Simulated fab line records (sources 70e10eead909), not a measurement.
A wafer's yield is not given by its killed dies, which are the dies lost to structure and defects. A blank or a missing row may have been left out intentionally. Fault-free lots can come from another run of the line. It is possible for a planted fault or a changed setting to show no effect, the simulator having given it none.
A struck lot beside a sound one    flow nand_harc    15 steps out of a route of 1302
Sound: the wafers L444.1, L444.5, L444.6. Wafers L438.2, L438.3, L438.4 were the ones struck. The cause comes at the end.
For every step that has rows: the tool of each side, followed by ch and its chambers, followed by its first start. Under that, the readings that differ: sound wafers    struck wafers    difference of the means    sigmas: that difference in standard deviations of wafers without a fault.
alike: a reading whose means differ by less than 2 such deviations, as well as words and numbers matching on both sides. not compared: withheld readings; readings where some wafer has no value; bounds like >300 that might hide an equal value; numbers whose values overlap and for which the record gives no deviation.
The two part at a step that has a row with sigmas, a row that says differs or no value, or rows on one side only. When numbers do not overlap yet have no deviation, they are printed without sigmas and do not part them. A reading that every wafer of one side lacks parts them only if that side has two wafers or more.

first, 3 steps without rows for these wafers: NHARC_A_CONTACT_EXPOSE_05 (exposes mask A CC); NHARC_A_CONTACT_PEB_06 (peb time 65 s); NHARC_A_CONTACT_DEVELOP_07 (develop time 35 s).
NHARC_A_CONTACT_CD_MEAS_08: the cd target is 200 nm.
  sound on cd_sem-02 ch 0, day 28 18:04; struck on cd_sem-01 ch 0, day 27 01:31
  alike: cd_nm
NHARC_A_CONTACT_OVL_MEAS_09:
  sound on overlay-01 at day 28 18:08; struck on overlay-01 at day 27 01:36
  alike: overlay_x_nm, overlay_y_nm
NHARC_A_CONTACT_INSPECT_10:
  sound on defect_inspect-02 at day 28 18:11; struck on defect_inspect-02 at day 27 01:38
  alike: raw_defect_count
NHARC_A_CONTACT_DESCUM_13: chemistry O2, time 3 s.
  sound on rie_diel-01 ch 2,3, day 28 18:15; struck on rie_diel-06 ch 0,1,2, day 27 01:41
  alike: drypump_motor_current_A, mfc_ar_sccm, oes_product_au, rf_vpp_V, showerhead_plenum_p_Torr, throttle_valve_pct
  not compared: rf_hours_counter_h
NHARC_A_CONTACT_ETCH_88: etches the open film in CF4, target depth 39 nm, time 65 s.
  sound on rie_diel-01 ch 1,2, day 28 18:21; struck on rie_diel-06 ch 0,2,3, day 27 01:47
  alike: bias_w, cf4_flow_sccm, drypump_motor_current_A, mfc_ar_sccm, oes_product_au, rf_vpp_V, showerhead_plenum_p_Torr, throttle_valve_pct
  not compared: rf_hours_counter_h
NHARC_A_CONTACT_ETCH_89: etches the open film in N2/H2, target depth 260 nm, time 475.3 s.
  sound: rie_diel-01 ch 1,2,3; struck: rie_diel-06 ch 0,1,3
  alike: bias_w, chamber_pressure_mTorr, drypump_motor_current_A, mfc_ar_sccm, oes_product_au, rf_vpp_V, showerhead_plenum_p_Torr, throttle_valve_pct
  not compared: rf_hours_counter_h
NHARC_A_CONTACT_ETCH_30: etches the open film in CF4/CHF3, target depth 72.6 nm, time 36.3 s.
  sound: rie_diel-01 ch 2,3; struck: rie_diel-06 ch 0,1,3
  alike: bias_w, cf4_flow_sccm, drypump_motor_current_A, mfc_ar_sccm, oes_product_au, rf_vpp_V, showerhead_plenum_p_Torr, throttle_valve_pct
  not compared: rf_hours_counter_h
NHARC_A_CONTACT_ETCH_31: etches the open film in O2/COS, target depth 2800 nm, time 728 s.
  sound: rie_diel-01 ch 2,3; struck: rie_diel-06 ch 0,1,3
  alike: bias_w, chamber_pressure_mTorr, drypump_motor_current_A, mfc_ar_sccm, oes_product_au, rf_vpp_V, showerhead_plenum_p_Torr, throttle_valve_pct
  not compared: rf_hours_counter_h
then, 1 step without rows for these wafers: NHARC_A_CONTACT_ETCH_134 (etches the open film in C4F8/O2/Ar, time 140 s, target depth 700 nm).
NHARC_A_CONTACT_ETCH_135: etches the open film in C4F8/O2/Ar, time 311 s, target depth 1912 nm.
  sound on har_cap_etch-01 ch 0,1, day 28 19:47; struck on har_cap_etch-02 ch 0,1, day 27 03:01
  no value came back on the struck wafers for chamber_pressure_mTorr (mTorr), oes_air_line_au (a.u.); on the sound wafers chamber_pressure_mTorr (mTorr) reads 19.998 19.985 20.008
  not compared: rf_hours_counter_h
then, 1 step without rows for these wafers: NHARC_A_CONTACT_ETCH_136 (etches the open film in C4F8/O2/Ar, time 311 s, target depth 1912 nm).
-- record jumps: 2 days between struck wafers' starts before vs after; left off in module A_CONTACT, resumes in module END, first step shown is number 1302 of the route --
NHARC_END_SORT_01:
  the record has rows for the struck wafers here (prober-01 ch 0, day 29 03:14) and none for the sound ones

== WHERE THEY PART ==
Last at NHARC_END_SORT_01 as far as this record goes, first at NHARC_A_CONTACT_ETCH_135.

WHY: what had been put in by the simulator
At NHARC_A_CONTACT_ETCH_135, the step was skipped entirely on har_cap_etch-02 from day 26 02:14 on. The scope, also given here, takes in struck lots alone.
